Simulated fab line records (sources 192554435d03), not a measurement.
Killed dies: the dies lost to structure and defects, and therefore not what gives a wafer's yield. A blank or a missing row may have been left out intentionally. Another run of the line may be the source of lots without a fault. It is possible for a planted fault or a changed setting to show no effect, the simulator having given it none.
fab line records    flow n5Finfet    part 1 of 2: steps 1 to 4 of 6
record: lots: 22  wafers: 66  lastDay: 21
route steps=1938 shown SDB@369 HKMG_FIN@387 GATE_CUT@501
lots that met no fault: taken from a fault-free run of the same line
startH: hours from the record's first day to the start of the lot's first wafer shown    waitH: hours since the lot's step before    " unchanged from the row above    L1.1+2: several wafers, shown together as one row    - no value present, or no start provided    * or withheld: withheld    < > ~ a bound
route shown NAME@n: NAME is a module with steps in the file, n the number in the route of the first one    usual: mean and standard deviation over wafers with no fault    same: alike in all rows    chamber/n: place in a boat    sites: readings site by site    _std_site: the standard deviation of these    _edge_site: the outer-site mean with the inner-site mean subtracted    radiusMm: how far each site lies from the wafer's centre    mask NAME#n: copy n    behind: the tool/chamber that last shaped the wafer    hold: reason for holding the lot/hours on hold/outcome of the hold    device: names the non-switching transistor (n, p or np)    end of line: the same wafers' tests at the end of the route    a step without rows: its recipe alone    killed: dies lost to structure and defects at the first sort, not the wafer's yield    map: a wafer's dies, marking killed ones x, the rest . and places with no die _
set.NAME: setting as actually run; set.NAME@STEP: the setting as run at that earlier step    model.NAME: the simulator's own value behind a step, which no gauge read
one table for each step of the route and one row for each wafer, over a sample of lots
services: from which hour (startH, from the record's first day; less than 0 if before it) a tool's chamber was out of use, for how many hours, and why
== steps ==
step: N5_SDB_CUT_ETCH_26
recipe: chemistry: HBr/Cl2/O2  target: Si  targetDepthA: 1296  btTimeS: 20  maskMaterial: SiNx  timeS: 51.8  ionEnergyEv: *  biasW: *  pressureMtorr: 10  icpW: 800  HBr_flow_sccm: 150  Cl2_flow_sccm: 80  O2_flow_sccm: 12
usual: drypumpMotorCurrentA: 5.9/0.37  oesProductAu: 1.000/0.016  throttleValvePct: 37.2/0.33
lot.wafer  tool      chamber  startH  waitH  drypumpMotorCurrentA  oesProductAu  rfHoursCounterH  throttleValvePct
L074.3     rieSi-03  2        74.44   0.1    5.8                   0.988         68               37.0
L074.4     "         3        "       "      5.3                   1.005         -                37.1
L074.5     "         0        "       "      6.8                   1.013         -                37.0
L075.1     rieSi-02  1        74.61   0.1    5.9                   0.987         66               37.2
L075.4     "         3        "       "      5.4                   1.034         147              37.4
L075.5     "         2        "       "      5.8                   0.986         -                37.1
L076.2     rieSi-01  0        76.49   0.1    5.8                   0.985         149              36.5
L076.5     "         2        "       "      6.1                   0.985         -                37.0
L076.6     "         3        "       "      6.2                   0.989         -                38.0
L077.2     rieSi-03  0        82.55   0.1    6.8                   1.012         9                37.0
L077.3     "         3        "       "      5.3                   1.001         122              37.1
L077.6     "         1        "       "      5.5                   1.017         -                37.2
L078.1     rieSi-02  1        91.29   0.1    6.0                   0.994         67               37.2
L078.4     "         2        "       "      5.8                   0.985         2                37.1
L078.6     "         2        "       "      5.8                   0.989         -                37.1
L079.2     rieSi-02  0        96.99   0.1    6.2                   1.008         119              37.6
L079.3     "         3        "       "      5.4                   1.029         147              37.4
L079.4     "         2        "       "      5.8                   0.985         2                37.0
L080.2     rieSi-03  1        106.21  0.1    5.4                   0.991         3                37.2
L080.4     "         3        "       "      5.3                   1.013         122              37.1
L080.5     "         1        "       "      5.5                   1.004         -                37.2
L081.1     rieSi-02  0        115.69  0.1    6.2                   1.006         120              37.6
L081.2     "         1        "       "      6.0                   0.987         67               37.2
L081.6     "         1        "       "      6.0                   0.989         -                37.2
L082.1     rieSi-01  2        117.61  0.1    6.1                   0.987         63               37.0
L082.3     "         3        "       "      6.2                   0.984         78               38.0
L082.6     "         3        "       "      6.3                   0.986         -                38.0
L083.1     rieSi-01  3        124.31  0.1    6.2                   0.980         78               38.0
L083.2     "         0        "       "      5.8                   0.985         149              36.5
L083.5     "         1        "       "      5.9                   1.022         -                37.2
L086.3     rieSi-02  0        143.40  0.1    6.3                   1.004         120              37.6
L086.5     "         3        "       "      5.4                   1.028         -                37.4
L086.6     "         2        "       "      5.8                   0.994         -                37.0
L087.1     rieSi-01  2        146.86  0.1    6.1                   0.996         64               37.0
L087.2     "         3        "       "      6.2                   0.979         78               38.0
L087.6     "         1        "       "      6.0                   1.024         -                37.2
L088.1     rieSi-03  3        151.03  0.1    5.3                   1.008         123              37.1
L088.5     "         0        "       "      6.8                   1.018         -                37.0
L088.6     "         1        "       "      5.5                   1.004         -                37.3
L089.1     rieSi-02  3        157.29  0.1    5.4                   1.024         148              37.5
L089.2     "         1        "       "      6.0                   0.991         68               37.2
L089.5     "         2        "       "      5.8                   0.994         -                37.1
L090.2     rieSi-02  0        163.57  0.1    6.3                   0.997         120              37.6
L090.3     "         1        "       "      6.0                   0.985         68               37.2
L090.6     "         0        "       "      6.3                   1.000         -                37.6
L091.3     rieSi-01  1        167.51  0.1    5.9                   1.017         73               37.2
L091.4     "         3        "       "      6.2                   0.987         79               38.0
L091.6     "         1        "       "      5.9                   1.023         -                37.2
L092.3     rieSi-01  1        173.88  0.1    5.9                   1.016         73               37.2
L092.5     "         1        "       "      5.9                   1.015         -                37.2
L092.6     "         0        "       "      5.8                   0.987         -                36.5
L093.1     rieSi-03  3        181.13  0.1    5.3                   1.008         124              37.1
L093.3     "         1        "       "      5.4                   1.011         5                37.3
L093.6     "         0        "       "      6.8                   1.013         -                37.0
L094.1     rieSi-02  3        189.30  0.1    5.4                   1.021         148              37.5
L094.3     "         1        "       "      6.0                   0.989         69               37.2
L094.4     "         0        "       "      6.3                   1.002         121              37.6
L095.1     rieSi-02  2        197.05  0.1    5.8                   0.993         4                37.0
L095.3     "         1        "       "      6.0                   0.983         69               37.2
L095.6     "         0        "       "      6.2                   1.007         -                37.6
L096.1     rieSi-03  2        198.05  0.1    5.8                   0.980         71               37.0
L096.5     "         2        "       "      5.8                   0.984         -                37.0
L096.6     "         3        "       "      5.3                   1.008         -                37.1
L097.2     rieSi-01  1        209.02  0.1    5.9                   1.016         73               37.2
L097.3     "         2        "       "      6.2                   0.989         65               37.0
L097.6     "         2        "       "      6.1                   0.996         -                37.0
step: N5_HKMG_FIN_HK_ANNEAL_02
recipe: tempC: 700  timeS: 30  ambient: N2  idleTempC: 600  rampUpCPerS: 150  rampDownCPerS: 60  coolToC: 600
usual: lampPowerPct: 8.80/0.059  lamp_zone_4_pct: 8.796/0.011  lamp_zone_7_pct: 9.193/0.013  wafer_temp_C_max: 703.0/0.69
lot.wafer  tool          chamber  startH  waitH  lampPowerPct  lamp_zone_4_pct  lamp_zone_7_pct  wafer_temp_C_max
L074.3     rtpAnneal-01  0        78.60   0.3    8.88          8.787            9.215            702.1
L074.4     "             0        "       "      8.75          8.782            9.213            703.7
L074.5     "             0        "       "      8.79          8.809            9.191            704.0
L075.1     rtpAnneal-02  0        78.63   0.1    8.78          8.805            9.208            702.7
L075.4     "             0        "       "      8.78          8.786            9.168            704.2
L075.5     "             0        "       "      8.80          8.799            9.203            703.4
L076.2     rtpAnneal-01  0        80.56   0.1    8.76          8.790            9.201            702.6
L076.5     "             0        "       "      8.76          8.787            9.189            703.5
L076.6     "             0        "       "      8.67          8.785            9.195            702.3
L077.2     rtpAnneal-01  0        86.63   0.2    8.85          8.809            9.226            703.6
L077.3     "             0        "       "      8.84          8.796            9.221            702.0
L077.6     "             0        "       "      8.85          8.789            9.193            702.6
L078.1     rtpAnneal-02  0        98.26   0.1    8.90          8.792            9.190            702.4
L078.4     "             0        "       "      8.80          8.792            9.187            702.9
L078.6     "             0        "       "      8.65          8.809            9.192            702.8
L079.2     rtpAnneal-02  0        102.62  0.1    8.88          8.787            9.180            704.0
L079.3     "             0        "       "      8.79          8.808            9.207            702.1
L079.4     "             0        "       "      8.86          8.791            9.204            702.8
L080.2     rtpAnneal-01  0        110.32  0.2    8.78          8.770            9.200            702.6
L080.4     "             0        "       "      8.76          8.791            9.183            705.1
L080.5     "             0        "       "      8.89          8.810            9.200            702.2
L081.1     rtpAnneal-02  0        119.93  0.2    8.73          8.783            9.220            702.0
L081.2     "             0        "       "      8.83          8.790            9.196            702.3
L081.6     "             0        "       "      8.80          8.780            9.202            703.1
L082.1     rtpAnneal-02  0        121.68  0.1    8.94          8.791            9.200            702.4
L082.3     "             0        "       "      8.84          8.797            9.186            702.8
L082.6     "             0        "       "      8.86          8.808            9.197            702.9
L083.1     rtpAnneal-02  0        128.32  0.1    8.78          8.807            9.187            703.3
L083.2     "             0        "       "      8.88          8.785            9.199            703.1
L083.5     "             0        "       "      8.90          8.806            9.209            703.3
L086.3     rtpAnneal-01  0        147.80  0.3    8.78          8.796            9.175            701.8
L086.5     "             0        "       "      8.76          8.784            9.202            704.1
L086.6     "             0        "       "      8.77          8.787            9.199            703.2
L087.1     rtpAnneal-02  0        151.30  0.1    8.89          8.785            9.211            702.6
L087.2     "             0        "       "      8.78          8.778            9.192            703.0
L087.6     "             0        "       "      8.80          8.803            9.203            703.3
L088.1     rtpAnneal-01  0        155.07  0.1    8.79          8.806            9.210            702.8
L088.5     "             0        "       "      8.81          8.795            9.203            702.9
L088.6     "             0        "       "      8.74          8.812            9.201            702.1
L089.1     rtpAnneal-02  0        161.48  0.2    8.75          8.801            9.206            701.9
L089.2     "             0        "       "      8.80          8.802            9.160            701.5
L089.5     "             0        "       "      8.76          8.797            9.189            703.3
L090.2     rtpAnneal-02  0        167.62  0.2    8.81          8.809            9.198            705.1
L090.3     "             0        "       "      8.78          8.788            9.205            702.8
L090.6     "             0        "       "      8.80          8.789            9.169            701.7
L091.3     rtpAnneal-01  0        171.92  0.3    8.79          8.808            9.185            702.4
L091.4     "             0        "       "      8.83          8.787            9.201            702.9
L091.6     "             0        "       "      8.86          8.809            9.202            703.0
L092.3     rtpAnneal-01  0        177.98  0.2    8.76          8.784            9.188            702.2
L092.5     "             0        "       "      8.81          8.785            9.170            702.4
L092.6     "             0        "       "      8.82          8.776            9.206            703.1
L093.1     rtpAnneal-02  0        185.57  0.1    8.73          8.784            9.188            702.7
L093.3     "             0        "       "      8.71          8.793            9.201            703.2
L093.6     "             0        "       "      8.80          8.780            9.213            702.4
L094.1     rtpAnneal-01  0        193.67  0.2    8.86          8.795            9.190            703.0
L094.3     "             0        "       "      8.75          8.818            9.205            702.8
L094.4     "             0        "       "      8.80          8.818            9.190            702.3
L095.1     rtpAnneal-01  0        201.06  0.1    8.85          8.779            9.193            702.3
L095.3     "             0        "       "      8.80          8.789            9.191            701.9
L095.6     "             0        "       "      8.72          8.806            9.186            704.3
L096.1     rtpAnneal-01  0        202.14  0.2    8.75          8.791            9.203            703.8
L096.5     "             0        "       "      8.80          8.791            9.189            703.4
L096.6     "             0        "       "      8.91          8.792            9.192            702.3
L097.2     rtpAnneal-01  0        213.26  0.2    8.81          8.800            9.189            702.6
L097.3     "             0        "       "      8.80          8.806            9.184            703.2
L097.6     "             0        "       "      8.78          8.811            9.192            702.3
step: N5_HKMG_FIN_ETCH_58
recipe: chemistry: N2/H2  target: SOC  targetDepthA: 2158  ionEnergyEv: 50  biasW: 13  timeS: 741  pressureMtorr: 30  sourceW: 875  n2FlowSccm: 200  h2FlowSccm: 200
usual: drypumpMotorCurrentA: 5.9/0.45  oesProductAu: 0.79/0.091  rfVppV: 99.4/0.89  showerheadPlenumPTorr: 2.59/0.085  throttleValvePct: 17.79/0.3
lot.wafer  tool        chamber  startH  waitH  drypumpMotorCurrentA  oesProductAu  rfHoursCounterH  rfVppV  showerheadPlenumPTorr  throttleValvePct
L074.3     rieDiel-04  3        79.68   0.0    5.7                   0.74          212              99.2    2.63                   17.86
L074.4     "           2        "       "      5.7                   0.83          66               99.3    2.56                   17.53
L074.5     "           3        "       "      5.7                   0.74          -                99.2    2.63                   17.85
L075.1     rieDiel-05  3        79.84   0.0    6.7                   0.72          247              98.9    2.38                   17.73
L075.4     "           0        "       "      5.7                   0.90          27               99.6    2.68                   17.20
L075.5     "           3        "       "      6.7                   0.73          -                97.8    2.38                   17.75
L076.2     rieDiel-05  0        81.55   0.0    5.7                   0.90          27               99.7    2.68                   17.20
L076.5     "           3        "       "      6.7                   0.72          -                99.7    2.38                   17.74
L076.6     "           2        "       "      5.8                   0.92          -                98.8    2.61                   17.61
L077.2     rieDiel-01  2        87.62   0.0    5.5                   0.76          145              100.4   2.56                   17.64
L077.3     "           0        "       "      6.3                   0.85          45               98.9    2.73                   17.92
L077.6     "           0        "       "      6.2                   0.85          -                99.6    2.73                   17.90
L078.1     rieDiel-01  1        99.41   0.0    5.9                   0.70          206              99.9    2.51                   18.04
L078.4     "           3        "       "      6.5                   0.74          143              98.6    2.54                   17.52
L078.6     "           3        "       "      6.5                   0.74          -                98.4    2.54                   17.51
L079.2     rieDiel-04  1        103.89  0.0    6.3                   0.95          11               99.9    2.62                   17.97
L079.3     "           0        "       "      5.1                   0.70          216              99.9    2.52                   18.12
L079.4     "           2        "       "      5.7                   0.82          71               99.0    2.56                   17.55
L080.2     rieDiel-05  0        111.31  0.0    5.7                   0.87          33               99.3    2.68                   17.22
L080.4     "           0        "       "      5.7                   0.87          -                100.8   2.68                   17.20
L080.5     "           1        "       "      6.2                   0.67          -                99.3    2.41                   18.33
L081.1     rieDiel-04  2        121.54  0.0    5.7                   0.81          77               99.1    2.56                   17.56
L081.2     "           3        "       "      5.7                   0.73          223              100.0   2.62                   17.89
L081.6     "           1        "       "      6.3                   0.92          -                100.4   2.62                   17.98
L082.1     rieDiel-04  1        122.97  0.0    6.3                   0.94          19               99.6    2.62                   17.99
L082.3     "           0        "       "      5.1                   0.69          223              97.9    2.52                   18.15
L082.6     "           1        "       "      6.3                   0.93          -                100.4   2.62                   18.00
L083.1     rieDiel-04  2        129.63  0.0    5.7                   0.81          79               99.6    2.56                   17.56
L083.2     "           3        "       "      5.7                   0.74          225              98.5    2.62                   17.88
L083.5     "           3        "       "      5.7                   0.74          -                100.6   2.62                   17.89
L086.3     rieDiel-04  3        149.49  0.0    5.7                   0.73          232              98.9    2.62                   17.88
L086.5     "           0        "       "      5.1                   0.69          -                99.7    2.52                   18.15
L086.6     "           3        "       "      5.7                   0.73          -                99.9    2.62                   17.90
L087.1     rieDiel-01  1        152.38  0.0    6.0                   0.68          221              98.9    2.50                   18.08
L087.2     "           3        "       "      6.5                   0.73          157              99.4    2.54                   17.54
L087.6     "           0        "       "      6.2                   0.83          -                100.5   2.72                   17.94
L088.1     rieDiel-04  1        156.51  0.0    6.3                   0.91          29               97.9    2.61                   18.02
L088.5     "           0        "       "      5.1                   0.70          -                99.0    2.52                   18.15
L088.6     "           3        "       "      5.7                   0.72          -                99.2    2.62                   17.91
L089.1     rieDiel-01  0        162.85  0.0    6.2                   0.82          67               98.7    2.72                   17.95
L089.2     "           1        "       "      5.9                   0.68          224              100.8   2.50                   18.07
L089.5     "           0        "       "      6.2                   0.83          -                100.4   2.72                   17.95
L090.2     rieDiel-04  3        168.74  0.0    5.6                   0.71          240              99.6    2.61                   17.91
L090.3     "           1        "       "      6.3                   0.89          34               100.1   2.61                   18.01
L090.6     "           1        "       "      6.3                   0.90          -                99.0    2.61                   18.01
L091.3     rieDiel-05  1        173.00  0.0    6.2                   0.94          12               100.4   2.73                   18.00
L091.4     "           2        "       "      5.8                   0.86          42               98.0    2.60                   17.67
L091.6     "           0        "       "      5.7                   0.83          -                99.5    2.67                   17.27
L092.3     rieDiel-05  2        179.07  0.0    5.8                   0.86          44               98.3    2.59                   17.65
L092.5     "           3        "       "      6.7                   0.90          -                100.0   2.69                   17.37
L092.6     "           0        "       "      5.7                   0.83          -                100.5   2.67                   17.24
L093.1     rieDiel-04  1        186.60  0.0    6.3                   0.89          41               98.0    2.61                   18.02
L093.3     "           0        "       "      5.1                   0.67          245              98.3    2.51                   18.17
L093.6     "           3        "       "      5.6                   0.72          -                99.8    2.61                   17.91
L094.1     rieDiel-01  1        194.82  0.0    6.0                   0.67          239              99.2    2.49                   18.10
L094.3     "           2        "       "      5.5                   0.73          180              99.9    2.54                   17.70
L094.4     "           3        "       "      6.4                   0.73          172              99.6    2.53                   17.57
L095.1     rieDiel-01  3        202.08  0.0    6.4                   0.73          176              99.2    2.53                   17.58
L095.3     "           0        "       "      6.2                   0.81          84               101.1   2.71                   17.97
L095.6     "           1        "       "      5.9                   0.67          -                101.4   2.49                   18.10
L096.1     rieDiel-01  2        203.29  0.0    5.6                   0.74          185              100.2   2.54                   17.70
L096.5     "           1        "       "      5.9                   0.66          -                97.9    2.49                   18.11
L096.6     "           2        "       "      5.6                   0.74          -                99.7    2.54                   17.71
L097.2     rieDiel-05  1        214.56  0.0    6.2                   0.89          29               100.4   2.72                   18.02
L097.3     "           3        "       "      6.7                   0.87          36               100.6   2.68                   17.41
L097.6     "           2        "       "      5.8                   0.83          -                100.0   2.59                   17.68
step: N5_HKMG_FIN_STRIP_69
recipe: chemistry: N2/H2  powerW: 2500  tempC: 300  h2Frac: 0.65  timeS: 360  pressureMtorr: withheld  n2FlowSccm: 1750  h2FlowSccm: 3250
usual: drypumpMotorCurrentA: 6.03/0.3  heaterPowerW: 434/19
lot.wafer  tool            chamber  startH  waitH  drypumpMotorCurrentA  heaterPowerW  rfHoursCounterH
L074.3     plasmaAsher-01  0        86.03   0.2    6.25                  418           -
L074.4     "               1        "       "      5.74                  468           -
L074.5     "               0        "       "      6.26                  432           -
L075.1     plasmaAsher-01  0        86.27   0.1    6.20                  417           64
L075.4     "               1        "       "      5.71                  469           -
L075.5     "               1        "       "      5.75                  459           -
L076.2     plasmaAsher-02  1        87.38   0.1    6.40                  423           57
L076.5     "               0        "       "      5.75                  417           -
L076.6     "               1        "       "      6.39                  443           -
L077.2     plasmaAsher-01  0        93.45   0.1    6.21                  418           65
L077.3     "               1        "       "      5.74                  451           -
L077.6     "               1        "       "      5.75                  446           -
L078.1     plasmaAsher-02  0        105.83  0.1    5.74                  419           59
L078.4     "               1        "       "      6.41                  436           -
L078.6     "               0        "       "      5.74                  399           -
L079.2     plasmaAsher-01  1        109.89  0.1    5.78                  465           68
L079.3     "               1        "       "      5.74                  466           -
L079.4     "               0        "       "      6.23                  434           -
L080.2     plasmaAsher-02  0        118.61  0.1    5.75                  412           61
L080.4     "               1        "       "      6.41                  442           -
L080.5     "               0        "       "      5.76                  409           -
L081.1     plasmaAsher-02  1        127.44  0.2    6.43                  422           63
L081.2     "               0        "       "      5.75                  401           63
L081.6     "               0        "       "      5.74                  409           -
L082.1     plasmaAsher-02  1        128.77  0.1    6.42                  433           63
L082.3     "               0        "       "      5.74                  407           -
L082.6     "               1        "       "      6.42                  437           -
L083.1     plasmaAsher-01  1        135.73  0.1    5.70                  467           72
L083.2     "               0        "       "      6.24                  417           72
L083.5     "               1        "       "      5.75                  460           -
L086.3     plasmaAsher-02  1        155.87  0.2    6.44                  435           -
L086.5     "               1        "       "      6.43                  439           -
L086.6     "               0        "       "      5.75                  412           -
L087.1     plasmaAsher-02  0        158.74  0.1    5.74                  410           69
L087.2     "               1        "       "      6.40                  440           69
L087.6     "               0        "       "      5.76                  416           -
L088.1     plasmaAsher-01  0        162.20  0.1    6.22                  430           79
L088.5     "               0        "       "      6.20                  427           -
L088.6     "               1        "       "      5.73                  455           -
L089.1     plasmaAsher-01  0        169.28  0.2    6.23                  416           80
L089.2     "               1        "       "      5.73                  453           80
L089.5     "               1        "       "      5.70                  447           -
L090.2     plasmaAsher-01  0        174.90  0.1    6.23                  429           82
L090.3     "               1        "       "      5.73                  468           -
L090.6     "               1        "       "      5.71                  472           -
L091.3     plasmaAsher-02  0        179.03  0.2    5.74                  415           -
L091.4     "               1        "       "      6.43                  435           -
L091.6     "               0        "       "      5.74                  410           -
L092.3     plasmaAsher-01  0        186.01  0.2    6.26                  431           -
L092.5     "               1        "       "      5.74                  466           -
L092.6     "               0        "       "      6.25                  422           -
L093.1     plasmaAsher-01  1        192.51  0.1    5.71                  464           87
L093.3     "               1        "       "      5.71                  453           -
L093.6     "               0        "       "      6.23                  431           -
L094.1     plasmaAsher-02  0        200.74  0.1    5.74                  403           77
L094.3     "               0        "       "      5.75                  404           -
L094.4     "               1        "       "      6.42                  443           -
L095.1     plasmaAsher-01  1        208.10  0.1    5.71                  457           90
L095.3     "               1        "       "      5.71                  468           -
L095.6     "               1        "       "      5.74                  465           -
L096.1     plasmaAsher-01  1        210.45  0.1    5.71                  460           90
L096.5     "               0        "       "      6.24                  427           -
L096.6     "               1        "       "      5.72                  464           -
L097.2     plasmaAsher-02  0        220.70  0.1    5.76                  409           81
L097.3     "               0        "       "      5.75                  415           -
L097.6     "               0        "       "      5.75                  422           -
